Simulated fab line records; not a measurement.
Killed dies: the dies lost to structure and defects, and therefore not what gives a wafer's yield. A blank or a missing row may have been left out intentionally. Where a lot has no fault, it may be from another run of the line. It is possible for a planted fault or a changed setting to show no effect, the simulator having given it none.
Matching of chambers | flow n5-finfet | N5_BEOL_M10_CURE_71 on uv-cure-01: 3 sister chambers
The step cures SiCOH lowk, time 240 s. 3 wafers are shown with their chamber, then 9 later ones without.

## WAFERS, EACH WITH ITS CHAMBER
wafer  | chamber | wafer_temp_C_max
L075.6 | 0       | 387.0
L080.5 | 2       | 386.3
L084.6 | 1       | 386.5

## WAFERS WHOSE CHAMBER IS MISSING
wafer  | wafer_temp_C_max
L087.2 | 386.2
L087.5 | 385.9
L087.6 | 385.8
L092.1 | 386.5
L092.2 | 386.0
L092.5 | 385.8
L097.2 | 386.1
L097.3 | 386.2
L097.6 | 386.5

## CHAMBER TAKEN BY EACH
wafer  | from the rows above          | in truth
L087.2 | can't be placed: 2 or 1      | 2
L087.5 | can't be placed: 2 or 1      | 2
L087.6 | can't be placed: 2 or 1      | 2
L092.1 | can't be placed: 1 or 2 or 0 | 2
L092.2 | can't be placed: 2 or 1      | 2
L092.5 | can't be placed: 2 or 1      | 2
L097.2 | can't be placed: 2 or 1      | 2
L097.3 | can't be placed: 2 or 1      | 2
L097.6 | can't be placed: 1 or 2 or 0 | 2
0 of 9 placed correctly. Can't be placed from these rows: 9 (the true chamber is among the candidates in 9). Placed wrongly: 0.
How it was worked out, from the rows above alone: a wafer's distance from a chamber is the root of the sum, over the readings, of the square of ((its reading less the chamber's mean) divided by the reading's scatter). The wafer belongs to the nearest chamber; if the next one is less than 2 further off, it can't be placed. For every chamber, the mean is computed from those of its wafers that are shown. The scatter: with one shown wafer a chamber, the root of the mean of the squares of how far each hidden wafer lies from its nearest shown one.
